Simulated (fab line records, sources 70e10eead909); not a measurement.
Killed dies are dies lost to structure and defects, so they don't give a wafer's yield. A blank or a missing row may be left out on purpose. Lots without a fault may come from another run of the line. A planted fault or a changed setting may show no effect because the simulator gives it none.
One fault seen from 3 desks | flow nand_harc | each desk has only its own numbers; what lay behind them comes last

THE METROLOGY DESK
What the gauges read, lot by lot, whatever tool the lot ran on: means of the sampled wafers that have a number. A lot is out of limits, marked OUT, if its mean lies more than 4 standard deviations from the usual mean; the brackets give that distance.
Columns: A = cd_nm at NHARC_A_M1_CD_MEAS_09, usual 120.1 nm; B = overlay_x_nm at NHARC_A_M1_OVL_MEAS_10, usual 0.1 nm; C = overlay_y_nm at NHARC_A_M1_OVL_MEAS_10, usual 0.1 nm; D = cd_nm at NHARC_A_M1_CD_MEAS_16, usual 120.1 nm
lot  | first seen here | A     | B    | C    | D
L581 | day 18 12:26    | 119.8 | 0.9  | 2.3  | 119.8
L583 | day 18 18:02    | 120.1 | -0.1 | -1.7 | 119.7
L586 | day 19 07:56    | 120.4 | -0.2 | -0.0 | 120.0
L590 | day 20 03:35    | 119.7 | 0.1  | 0.3  | 120.1
L595 | day 20 22:26    | 119.8 | 0.5  | 0.1  | 120.1
L602 | day 22 01:34    | 119.9 | 1.2  | 0.1  | 120.0
This desk's finding: nothing out of limits on any of the 6 lots.

THE DEFECT DESK
What the inspections along the route counted, lot by lot: means of the sampled wafers that have a number. A lot is out of limits, marked OUT, if its mean lies more than 4 standard deviations from the usual mean; the brackets give that distance.
Columns: A = raw_defect_count at NHARC_A_M1_INSPECT_11, usual 29
lot  | first seen here | A
L581 | day 18 12:34    | 18
L583 | day 18 18:10    | 29
L586 | day 19 08:04    | 26
L590 | day 20 03:43    | 31
L595 | day 20 22:32    | 13
L602 | day 22 01:41    | 32
This desk's finding: nothing out of limits on any of the 6 lots.

THE TOOL OWNER'S DESK: rie_diel-05
The tool's own readings at NHARC_A_M1_ETCH_28 (etches the open film in CF4/N2, target depth 30 nm, time 72.99 s): means of the sampled wafers that have a number, for each lot that ran on this tool. A lot is out of limits, marked OUT, if its mean lies more than 4 standard deviations from the usual mean; the brackets give that distance.
Columns: A = bias_w at NHARC_A_M1_ETCH_28, usual 99.97 W; B = drypump_motor_current_A at NHARC_A_M1_ETCH_28, usual 5.8 A; C = oes_product_au at NHARC_A_M1_ETCH_28, usual 0.996 a.u.; D = rf_vpp_V at NHARC_A_M1_ETCH_28, usual 314.4 V; E = run_length_s at NHARC_A_M1_ETCH_28, usual 94.6 s; F = showerhead_plenum_p_Torr at NHARC_A_M1_ETCH_28, usual 2.64 Torr; G = throttle_valve_pct at NHARC_A_M1_ETCH_28, usual 19.795 %
lot  | first seen here | A     | B   | C     | D     | E              | F    | G
L583 | day 18 18:51    | 99.87 | 6.2 | 0.995 | 314.9 | 94.8           | 2.68 | 19.793
L586 | day 19 08:45    | 99.76 | 5.7 | 0.994 | 313.5 | 81.8 (-32) OUT | 2.66 | 19.791
L590 | day 20 04:29    | 99.69 | 6.0 | 1.000 | 315.2 | 81.9 (-32) OUT | 2.65 | 19.786
This desk's finding: out of limits on L586, L590; first on L586, day 19 08:45 (run_length_s at NHARC_A_M1_ETCH_28). In limits: L583.

PUT TOGETHER
The tool owner's desk could have raised an alarm at day 19 08:45, on L586, L590.
The metrology desk saw nothing out of limits.
The defect desk saw nothing out of limits.
The metrology desk has L586, L590 on record, within its limits.
The defect desk has L586, L590 on record, within its limits.
Of the lots named, all ran NHARC_A_M1_ETCH_28 on rie_diel-05.

WHAT THE SIMULATOR HAD PUT IN
Process parameter drift: rie_diel-05, from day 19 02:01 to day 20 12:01, at NHARC_A_M1_ETCH_28. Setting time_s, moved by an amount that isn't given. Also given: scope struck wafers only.
Lots struck among those shown: L586, L590.
Hours from the fault's start to each desk's first reading out of limits: the tool owner's desk, 7.
